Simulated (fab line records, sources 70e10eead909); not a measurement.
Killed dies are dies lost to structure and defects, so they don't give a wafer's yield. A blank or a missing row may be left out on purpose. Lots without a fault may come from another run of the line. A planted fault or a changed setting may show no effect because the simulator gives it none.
A struck lot beside a sound one | flow nand_harc | 14 steps out of a route of 1159
Sound: wafers L654.4, L654.5, L654.6. Struck: wafers L651.2, L651.4, L651.5. The cause comes at the end.
At each step with rows: each side's tool, then ch and its chambers, then its first start. Under that, the readings that differ: sound wafers | struck wafers | difference of the means | sigmas: that difference in standard deviations of wafers without a fault.
alike: readings whose means differ by less than 2 such deviations, and words and numbers that are the same on both sides. not compared: withheld readings, readings that some wafer has no value for, bounds like >300 that may hide the same value, and numbers for which the record gives no deviation and whose values overlap.
The two part at a step that has a row with sigmas, a row that says differs or no value, or rows on one side only. Numbers that don't overlap but have no deviation are shown without sigmas and don't part them. A reading that every wafer of one side lacks parts them only if that side has two wafers or more.

first, 1 step without rows for these wafers: NHARC_P_M0_SRD_25.
NHARC_P_M0_INSPECT_27:
  sound on defect_inspect-02, day 9 13:48; struck on defect_inspect-02, day 8 04:55
  alike: raw_defect_count
NHARC_P_M0_PRE_CLEAN_31: time 12 s.
  sound on pecvd-03 ch 0,1,2, day 9 13:55; struck on pecvd-03 ch 0,1, day 8 05:00
  alike: heater_power_w
NHARC_P_M0_DEP_32: deposits SiCN, target thk 30 nm.
  sound on pecvd-03 ch 0,1,2, day 9 14:04; struck on pecvd-03 ch 0,1, day 8 05:07
  alike: heater_power_w
then, 7 steps without rows for these wafers: NHARC_P_M1_DEP_00 (deposits SiOC, target thk 182.5 nm); NHARC_P_M1_DEHYDRATE_01 (time 120 s); NHARC_P_M1_HMDS_02 (time 30 s); NHARC_P_M1_COAT_34 (time 65 s); NHARC_P_M1_COAT_03 (resist thk 90 nm); NHARC_P_M1_SOFTBAKE_04 (time 55 s); NHARC_P_M1_EBR_05.
NHARC_P_M1_EXPOSE_06: exposes mask P M1, target cd 130 nm.
  sound on arfi_scanner-01 ch 0, day 9 15:11; struck on arfi_scanner-02 ch 0, day 8 06:10
  reading                      | sound                   | struck         | difference | sigmas
  model.P_M1.overlay_x_nm (nm) | -0.2677 -0.2677 -0.2677 | 1.92 1.92 1.92 | +2.19      |
  alike: mask, exposure_dose_mJ_cm2, focus_offset_nm
then, 1 step without rows for these wafers: NHARC_P_M1_PEB_07 (peb time 65 s).
-- the record jumps here: 14 days lie between the struck wafers' starts before and after (it left off in module P_M1 and takes up again in module END, whose first step shown is number 1159 of the route) --
NHARC_END_SORT_01:
  sound on prober-01 ch 0, day 22 11:32; struck on prober-02 ch 0, day 21 18:19
  reading            | sound       | struck      | difference | sigmas
  sort_bin_2_pct (%) | 2.1 1.9 2.7 | 1.0 0.9 1.6 | -1.1       | -2
  alike: defect_limited_yield, killed_at_array, killed_at_other, killed_at_periphery, killed_dies, killed_open, killed_short, sort_bin_3_pct, sort_bin_4_pct, sort_n_pass, sort_rim_yield_pct, sort_yield_pct

WHERE THEY PART
Only at NHARC_END_SORT_01, within this record.

WHY: what the simulator had put in
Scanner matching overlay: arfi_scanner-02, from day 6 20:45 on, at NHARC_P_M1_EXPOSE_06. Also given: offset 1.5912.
